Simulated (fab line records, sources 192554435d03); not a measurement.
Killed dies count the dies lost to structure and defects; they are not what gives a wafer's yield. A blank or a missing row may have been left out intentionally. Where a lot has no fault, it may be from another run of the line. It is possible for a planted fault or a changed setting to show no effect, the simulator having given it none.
Split-lot trial || flow n5Finfet || 21 wafers read from 7 lots, route of 1938 steps

ON THE SPLIT
At N5_MOL_CONTACT_COAG_EXPOSE_81 (exposes mask VG, defocus 0 nm), the setting doseMj was moved away from the recipe's 59.5 on 9 of the 21 wafers read, by -3.4% to +7.5%. This setting was run at the recipe's value on the other wafers.

FROM THE SPLIT TO THE READING: what the file shows between them, 5 steps
- N5_MOL_CONTACT_COAG_PEB_82: peb time 60 s
- N5_MOL_CONTACT_COAG_DEVELOP_83: develop time 30 s
- N5_MOL_CONTACT_COAG_CD_MEAS_84: target cd 25.1 nm
- N5_MOL_CONTACT_COAG_PRECLEAN_144: cleans in alkaline clean, time 60 s
- N5_MOL_CONTACT_COAG_SRD_145: time 30 s

THE READING
At N5_MOL_CONTACT_COAG_CD_MEAS_137: cdNm in nanometres, against a target cd of 16 nm. On this fab line, fault-free wafers typically give 15.9 nm with a standard deviation of 0.31 nm.

{"wafer": "L078.1", "tool, chamber at the split": "euvScanner-02, 0", "doseMj as run": 63.95, "against the recipe": "+7.5%", "cdNm, nm": 17.1, "against lot-mates on the recipe": "+1.2"}
{"wafer": "L078.2", "tool, chamber at the split": "euvScanner-02, 0", "doseMj as run": 59.5, "against the recipe": "recipe", "cdNm, nm": 15.8, "against lot-mates on the recipe": "-"}
{"wafer": "L078.6", "tool, chamber at the split": "euvScanner-02, 0", "doseMj as run": 59.5, "against the recipe": "recipe", "cdNm, nm": 15.9, "against lot-mates on the recipe": "-"}
{"wafer": "L079.1", "tool, chamber at the split": "euvScanner-01, 0", "doseMj as run": 59.5, "against the recipe": "recipe", "cdNm, nm": 15.0, "against lot-mates on the recipe": "-"}
{"wafer": "L079.3", "tool, chamber at the split": "euvScanner-01, 0", "doseMj as run": 63.93, "against the recipe": "+7.4%", "cdNm, nm": 16.8, "against lot-mates on the recipe": "+1.2"}
{"wafer": "L079.5", "tool, chamber at the split": "euvScanner-01, 0", "doseMj as run": 59.5, "against the recipe": "recipe", "cdNm, nm": 16.1, "against lot-mates on the recipe": "-"}
{"wafer": "L080.2", "tool, chamber at the split": "euvScanner-02, 0", "doseMj as run": 59.5, "against the recipe": "recipe", "cdNm, nm": 15.8, "against lot-mates on the recipe": "-"}
{"wafer": "L080.3", "tool, chamber at the split": "euvScanner-02, 0", "doseMj as run": 59.5, "against the recipe": "recipe", "cdNm, nm": 16.1, "against lot-mates on the recipe": "-"}
{"wafer": "L080.4", "tool, chamber at the split": "euvScanner-02, 0", "doseMj as run": 57.47, "against the recipe": "-3.4%", "cdNm, nm": 15.4, "against lot-mates on the recipe": -0.6}
{"wafer": "L082.2", "tool, chamber at the split": "euvScanner-02, 0", "doseMj as run": 57.72, "against the recipe": "-3.0%", "cdNm, nm": 15.6, "against lot-mates on the recipe": "no lot-mate on the recipe"}
{"wafer": "L082.5", "tool, chamber at the split": "euvScanner-02, 0", "doseMj as run": 57.72, "against the recipe": "-3.0%", "cdNm, nm": 16.1, "against lot-mates on the recipe": "no lot-mate on the recipe"}
{"wafer": "L082.6", "tool, chamber at the split": "euvScanner-02, 0", "doseMj as run": 57.72, "against the recipe": "-3.0%", "cdNm, nm": 15.7, "against lot-mates on the recipe": "no lot-mate on the recipe"}
{"wafer": "L084.4", "tool, chamber at the split": "euvScanner-01, 0", "doseMj as run": 63.68, "against the recipe": "+7.0%", "cdNm, nm": 16.8, "against lot-mates on the recipe": "+0.9"}
{"wafer": "L084.5", "tool, chamber at the split": "euvScanner-01, 0", "doseMj as run": 59.5, "against the recipe": "recipe", "cdNm, nm": 16.2, "against lot-mates on the recipe": "-"}
{"wafer": "L084.6", "tool, chamber at the split": "euvScanner-01, 0", "doseMj as run": 59.5, "against the recipe": "recipe", "cdNm, nm": 15.7, "against lot-mates on the recipe": "-"}
{"wafer": "L093.1", "tool, chamber at the split": "euvScanner-02, 0", "doseMj as run": 59.5, "against the recipe": "recipe", "cdNm, nm": 16.2, "against lot-mates on the recipe": "-"}
{"wafer": "L093.3", "tool, chamber at the split": "euvScanner-02, 0", "doseMj as run": 61.75, "against the recipe": "+3.8%", "cdNm, nm": 16.3, "against lot-mates on the recipe": "+0.1"}
{"wafer": "L093.4", "tool, chamber at the split": "euvScanner-02, 0", "doseMj as run": 61.75, "against the recipe": "+3.8%", "cdNm, nm": 16.7, "against lot-mates on the recipe": "+0.5"}
{"wafer": "L097.1", "tool, chamber at the split": "euvScanner-01, 0", "doseMj as run": 59.5, "against the recipe": "recipe", "cdNm, nm": 16.0, "against lot-mates on the recipe": "-"}
{"wafer": "L097.3", "tool, chamber at the split": "euvScanner-01, 0", "doseMj as run": 59.5, "against the recipe": "recipe", "cdNm, nm": 15.7, "against lot-mates on the recipe": "-"}
{"wafer": "L097.6", "tool, chamber at the split": "euvScanner-01, 0", "doseMj as run": 59.5, "against the recipe": "recipe", "cdNm, nm": 15.8, "against lot-mates on the recipe": "-"}

FIT RESULTS
A straight line over all 21 wafers: cdNm changes by +0.125 nm for each +1% of doseMj; r = +0.81; the points scatter about the line by 0.3 nm.
The same after taking each lot's own level away (the mean of its wafers on the recipe; 18 wafers): +0.146 nm for each +1%; r = +0.87; scatter 0.26 nm.
On that fit, the largest move of doseMj shifts the reading by 1.1 nm.
From 15.55 to 16.20 nm: that is the span of the lots' own levels, equal to 2.1 times the standard deviation above.
Thus the slope moves with the lot-to-lot level: the two fits are different.
Check: for one of the wafers moved furthest among these (+7.5%), held out of the fit, the line's prediction against its lot-mates is +1 nm. It came out at +1.25 nm against them.

FURTHER SPLITS ON THESE WAFERS
These wafers also went through other splits before the reading. Each is held against what the fit with the lots' levels taken away leaves over:
{"other split on the same wafers": "N5_GATE_CUT_EXPOSE_10 doseMj", "wafers away from the commonest value": 10, "r with cdNm (lot level and that fit taken away)": "+0.11"}
{"other split on the same wafers": "N5_GATE_CUT_CUT_ETCH_53 icpW", "wafers away from the commonest value": 6, "r with cdNm (lot level and that fit taken away)": "+0.02"}
{"other split on the same wafers": "N5_MOL_CONTACT_COAG_ALD_27 aldCycles", "wafers away from the commonest value": 6, "r with cdNm (lot level and that fit taken away)": -0.21}

THE WHOLE CHAIN: every reading that the file lists as answering this split, in the file's order
{"step": "N5_MOL_CONTACT_COAG_CD_MEAS_84", "what it does": "target cd 25.1 nm", "reading": "cdNm", "change (the file's fit)": "+0.184 nm for each +1% of the setting", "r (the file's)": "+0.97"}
{"step": "N5_MOL_CONTACT_COAG_CD_MEAS_137", "what it does": "target cd 16 nm", "reading": "cdNm", "change (the file's fit)": "+0.15 nm for each +1% of the setting", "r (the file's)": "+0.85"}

FILE'S OWN FIT
cdNm changes by +0.15 nm for each +1% of doseMj, r = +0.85.
